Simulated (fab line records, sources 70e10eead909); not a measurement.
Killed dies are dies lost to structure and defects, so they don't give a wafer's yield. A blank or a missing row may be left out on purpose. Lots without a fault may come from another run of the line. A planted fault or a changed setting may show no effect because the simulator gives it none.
A struck lot beside a sound one | flow nand_harc | 15 steps out of a route of 1159
Sound: wafers L112.1, L112.4, L112.6. Struck: wafers L121.1, L121.2, L121.6. The cause comes at the end.
At each step with rows: each side's tool, then ch and its chambers, then its first start. Under that, the readings that differ: sound wafers | struck wafers | difference of the means | sigmas: that difference in standard deviations of wafers without a fault.
alike: readings whose means differ by less than 2 such deviations, and words and numbers that are the same on both sides. not compared: withheld readings, readings that some wafer has no value for, bounds like >300 that may hide the same value, and numbers for which the record gives no deviation and whose values overlap.
The two part at a step that has a row with sigmas, a row that says differs or no value, or rows on one side only. Numbers that don't overlap but have no deviation are shown without sigmas and don't part them. A reading that every wafer of one side lacks parts them only if that side has two wafers or more.

first, 1 step without rows for these wafers: NHARC_THIN_TSV_ETCH_15 (target depth 3000 nm, bosch target overetch cycles 2, bosch etch step 2.8 s).
NHARC_THIN_TSV_CD_MEAS_16:
  sound on cd_sem-03, day 19 01:16; struck on cd_sem-01, day 21 21:11
  alike: cd_nm
then, 4 steps without rows for these wafers: NHARC_THIN_TSV_STRIP_45 (strips in O2); NHARC_THIN_TSV_STRIP_46 (strips in post etch residue remover, time 1200 s); NHARC_THIN_TSV_DEP_47 (deposits SiO2, target thk 200 nm); NHARC_THIN_TSV_ETCHBACK_48 (etches the open film in C4F8/Ar, target depth 1028.5 nm, time 405.17 s).
NHARC_THIN_TSV_STRIP_62: strips in N2/H2, time 20 s.
  sound on plasma_asher-01 ch 0,1, day 19 02:55; struck on plasma_asher-02 ch 0,1, day 21 23:05
  alike: drypump_motor_current_A, heater_power_w, rf_refl_power_W
  not compared: rf_hours_counter_h
then, 1 step without rows for these wafers: NHARC_THIN_TSV_DEGAS_49 (time 120 s).
NHARC_THIN_TSV_PRE_CLEAN_50: time 30 s.
  sound on pvd_sputter-02; struck on pvd_sputter-02
  alike: heater_power_w
NHARC_THIN_TSV_PVD_19: deposits TaN, target thk 20 nm.
  sound on pvd_sputter-02; struck on pvd_sputter-02
  alike: throttle_valve_pct
NHARC_THIN_TSV_PVD_51: deposits Cu, target thk 100 nm.
  sound on pvd_sputter-02; struck on pvd_sputter-02
  alike: throttle_valve_pct
then, 1 step without rows for these wafers: NHARC_THIN_TSV_ECD_20 (material Cu, target thk 2000 nm).
NHARC_THIN_TSV_ANNEAL_52: time 90 s.
  sound on rtp_anneal-01 ch 0, day 19 04:16; struck on rtp_anneal-01, day 22 00:28
  no value came back on the struck wafers for anneal_temp_c (C), anneal_temp_c_max, time_s (s), wafer_temp_C_max; on the sound wafers anneal_temp_c (C) reads 224.90 224.71 224.85
NHARC_THIN_TSV_CMP_21: polishes, t overpolish 30 s, target thk 2000 nm.
  sound on cmp-03 ch 2,3, day 19 04:36; struck on cmp-02 ch 0,1, day 22 00:49
  alike: motor_current_A, overpolish_run_s
  not compared: pad_life_wafers
NHARC_END_SORT_01:
  the record has rows for the sound wafers here (prober-01 ch 0, day 19 14:06) and none for the struck ones

WHERE THEY PART
First at NHARC_THIN_TSV_ANNEAL_52; last, within this record, at NHARC_END_SORT_01.

WHY: what the simulator had put in
Skipped step whole: rtp_anneal-01, from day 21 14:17 on, at NHARC_THIN_TSV_ANNEAL_52. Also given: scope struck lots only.
